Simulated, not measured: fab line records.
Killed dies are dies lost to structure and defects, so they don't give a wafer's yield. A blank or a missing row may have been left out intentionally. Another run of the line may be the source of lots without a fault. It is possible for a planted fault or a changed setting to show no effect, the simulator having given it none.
Which tool is to blame? ; flow n5_finfet ; 10 lots, 30 wafers sampled, at 6 steps of a route of 1938

## WHAT EACH GAUGE READ, for each wafer
N5_BEOL_M4_THK_MEAS_01.
lot;measured;on;M4_ILD_THK (nm)
L713;day 8 05:10;film_metro-01;77.6 79.3 79.1
L717;day 9 01:02;film_metro-02;77.6 76.8 78.0
L719;day 9 19:43;film_metro-01;79.0 80.8 79.9
L718;day 9 21:26;film_metro-02;78.3 78.6 79.6
L720;day 9 22:37;film_metro-01;77.0 78.7 77.7
L722;day 10 03:18;film_metro-02;79.0 79.9 80.2
L725;day 11 20:05;film_metro-02;77.7 79.1 80.1
L733;day 12 22:46;film_metro-02;89.2 77.7 79.6
L734;day 13 18:19;film_metro-01;78.1 79.6 80.2
L735;day 15 12:13;film_metro-02;78.8 77.4 78.3

N5_BEOL_M4_RC_MEAS_101.
lot;measured;on;DIBL_N (mV/V);DIBL_P (mV/V);IOFF_N (nA/um);IOFF_P (nA/um);ION_N (uA/um);ION_P (uA/um);SS_N (mV/dec);SS_P (mV/dec);VT_N (mV);VT_P (mV)
L713;day 8 20:34;prober-02;38.5 38.2 37.8;39.0 39.0 37.4;0.19 0.21 0.19;0.25 0.24 0.22;671 675 667;461 460 457;71.5 71.9 72.0;73.3 74.6 73.4;250 245 250;-250 -250 -249
L717;day 9 12:34;prober-01;37.7 34.6 35.9;38.4 34.7 35.1;0.17 0.13 0.14;0.21 0.16 0.17;670 671 655;455 456 447;72.2 71.1 71.1;73.5 72.0 73.6;251 252 252;-253 -255 -254
L719;day 10 08:27;prober-02;36.2 33.3 37.4;37.7 33.2 38.6;0.16 0.12 0.18;0.22 0.17 0.25;675 663 677;471 460 468;71.6 71.1 72.3;73.5 72.6 73.3;249 254 248;-246 -251 -248
L718;day 10 17:13;prober-01;35.5 36.9 39.9;35.9 37.3 40.9;0.15 0.17 0.24;0.21 0.22 0.27;669 669 687;461 460 463;71.5 72.1 73.2;72.5 73.8 74.7;248 250 244;-252 -252 -250
L720;day 10 17:46;prober-02;41.1 38.2 37.5;41.2 38.3 37.9;0.24 0.18 0.17;0.27 0.20 0.21;692 672 670;467 456 451;72.5 72.0 71.7;73.7 73.1 73.3;244 248 247;-251 -255 -251
L722;day 10 23:26;prober-01;36.1 34.9 35.9;37.0 35.6 35.9;0.14 0.12 0.13;0.20 0.18 0.19;658 649 659;454 449 455;70.6 71.2 71.2;73.7 73.3 73.3;254 256 251;-250 -251 -254
L725;day 12 07:16;prober-01;34.9 35.1 34.5;37.2 36.2 36.0;0.14 0.13 0.13;0.22 0.19 0.19;669 664 674;465 460 463;70.8 71.2 71.3;73.9 74.0 73.4;252 255 250;-251 -253 -253
L733;day 13 14:30;prober-02;38.1 39.6 37.0;36.4 38.4 35.7;0.17 0.20 0.15;0.25 0.29 0.23;687 671 683;471 462 470;71.4 72.5 70.7;73.9 73.2 73.3;247 250 249;-248 -247 -248
L734;day 14 18:44;prober-02;37.6 36.9 36.6;38.4 37.5 37.7;0.18 0.16 0.16;0.24 0.22 0.23;684 671 676;467 460 469;72.0 71.8 71.8;72.7 73.1 73.9;248 249 249;-250 -254 -251
L735;day 15 19:44;prober-01;36.6 36.8 35.9;36.4 35.9 35.0;0.15 0.16 0.14;0.19 0.20 0.18;669 682 670;454 464 455;71.8 71.9 71.6;72.8 73.6 73.4;251 248 251;-252 -253 -254

## TOOL THAT RAN EACH LOT (tool first, then ch and the chambers of the sampled wafers, then the start)
lot;N5_BEOL_M3_ANNEAL_91;N5_BEOL_M3_CMP_52;N5_BEOL_M3_PRE_CLEAN_60;N5_BEOL_M4_ILD_DEP_00
L713;pvd_sputter-02, day 8 03:25;cmp-04 ch 2,3, day 8 04:31;cvd_co-02 ch 0,2, day 8 04:49;pecvd-02 ch 1,2, day 8 05:06
L717;pvd_sputter-03, day 8 22:58;cmp-03 ch 0,2,3, day 9 00:22;cvd_co-01 ch 1,2, day 9 00:37;pecvd-03 ch 0,2, day 9 00:58
L719;pvd_sputter-02, day 9 17:52;cmp-02 ch 1,3, day 9 19:04;cvd_co-01 ch 0,1,2, day 9 19:22;pecvd-01 ch 0,1,2, day 9 19:38
L718;pvd_sputter-03, day 9 19:41;cmp-03 ch 0,1,2, day 9 20:50;cvd_co-01 ch 0,1, day 9 21:05;pecvd-01 ch 0,1,2, day 9 21:22
L720;pvd_sputter-02, day 9 20:51;cmp-03 ch 2,3, day 9 21:55;cvd_co-02 ch 0,1, day 9 22:15;pecvd-03 ch 0,1, day 9 22:32
L722;pvd_sputter-01, day 10 01:31;cmp-02 ch 0,2, day 10 02:35;cvd_co-02 ch 1,2, day 10 02:55;pecvd-02 ch 0,1,2, day 10 03:14
L725;pvd_sputter-01, day 11 17:31;cmp-04 ch 0,1, day 11 19:25;cvd_co-02 ch 1,2, day 11 19:42;pecvd-01 ch 0,1,2, day 11 20:01
L733;pvd_sputter-03, day 12 21:01;cmp-04 ch 1,2,3, day 12 22:05;cvd_co-02 ch 1,2, day 12 22:25;pecvd-01 ch 0,1,2, day 12 22:42
L734;pvd_sputter-01, day 13 16:34;cmp-04 ch 0,1, day 13 17:38;cvd_co-02 ch 1,2, day 13 17:58;pecvd-02 ch 0,2, day 13 18:15
L735;pvd_sputter-03, day 15 10:05;cmp-02 ch 0,2,3, day 15 11:35;cvd_co-01 ch 0,1,2, day 15 11:52;pecvd-03 ch 0,1,2, day 15 12:10
- N5_BEOL_M3_ANNEAL_91: time 240 s.
- N5_BEOL_M3_CMP_52: polishes, stops on SiOC, t overpolish 6.8 s, target thk 40 nm.
- N5_BEOL_M3_PRE_CLEAN_60: time 15 s.
- N5_BEOL_M4_ILD_DEP_00: deposits SiOC from DEMS/O2, target thk 79 nm, time 15.3 s.

## AS READ BY THE TOOLS THEMSELVES (means over the sampled wafers that have a number; for cases with no such wafer, the mark the record gives instead)
N5_BEOL_M3_ANNEAL_91.
lot;tool;heater_power_w (W)
L713;pvd_sputter-02;872
L717;pvd_sputter-03;790
L719;pvd_sputter-02;723
L718;pvd_sputter-03;876
L720;pvd_sputter-02;916
L722;pvd_sputter-01;861
L725;pvd_sputter-01;871
L733;pvd_sputter-03;801
L734;pvd_sputter-01;884
L735;pvd_sputter-03;832

N5_BEOL_M3_CMP_52.
lot;tool;barrier_field_endpoint_s (s);motor_current_A (A);overpolish_run_s (s);time_to_endpoint_s (s)
L713;cmp-04;24.7;6.0;6.802;62
L717;cmp-03;24.2;5.9;6.808;66
L719;cmp-02;25.5;6.0;6.798;64
L718;cmp-03;25.0;5.9;6.799;62
L720;cmp-03;23.9;5.9;6.799;60
L722;cmp-02;25.4;6.2;6.806;64
L725;cmp-04;24.5;6.4;6.802;57
L733;cmp-04;24.9;5.9;6.808;62
L734;cmp-04;24.7;6.7;6.805;62
L735;cmp-02;25.3;6.2;6.791;62

N5_BEOL_M3_PRE_CLEAN_60.
lot;tool;heater_power_w (W)
L713;cvd_co-02;77
L717;cvd_co-01;64
L719;cvd_co-01;64
L718;cvd_co-01;71
L720;cvd_co-02;89
L722;cvd_co-02;82
L725;cvd_co-02;89
L733;cvd_co-02;88
L734;cvd_co-02;81
L735;cvd_co-01;65

N5_BEOL_M4_ILD_DEP_00.
lot;tool;heater_power_w (W);showerhead_plenum_p_Torr (Torr);throttle_valve_pct (%)
L713;pecvd-02;469;5.694;11.6
L717;pecvd-03;497;5.704;12.3
L719;pecvd-01;494;5.695;11.7
L718;pecvd-01;551;5.685;11.8
L720;pecvd-03;550;5.699;12.1
L722;pecvd-02;459;5.694;11.7
L725;pecvd-01;501;5.700;11.9
L733;pecvd-01;531;5.682;12.0
L734;pecvd-02;559;5.699;11.6
L735;pecvd-03;511;5.701;11.9

## THE ANSWER, worked out from the rows above alone
Rule: what is usual is taken from the lots themselves. The widest of any qualifying gaps counts: lots, ordered by their means at a reading, are off when they make up no more than a third of the lots, leave a main group of 4 or more, and stand apart from it by 3 or more times the standard deviation of that group's means. A main group whose means are all the same, to the digits that the tables above print for the reading, isn't used. A lot without any number at a reading at which 4 lots or more have one is off too. The other lots that the step has rows for count as sound. After the gauges, taken in route order, come the tools' own readings; for these a lot's mean is taken, as printed above. The first step at which some lot is off is used, and at that step the reading that is off furthest; a lot without a number counts as furthest.
Nothing can be told from this: no lot is off at any reading shown.

## WHAT THE SIMULATOR HAD PUT IN
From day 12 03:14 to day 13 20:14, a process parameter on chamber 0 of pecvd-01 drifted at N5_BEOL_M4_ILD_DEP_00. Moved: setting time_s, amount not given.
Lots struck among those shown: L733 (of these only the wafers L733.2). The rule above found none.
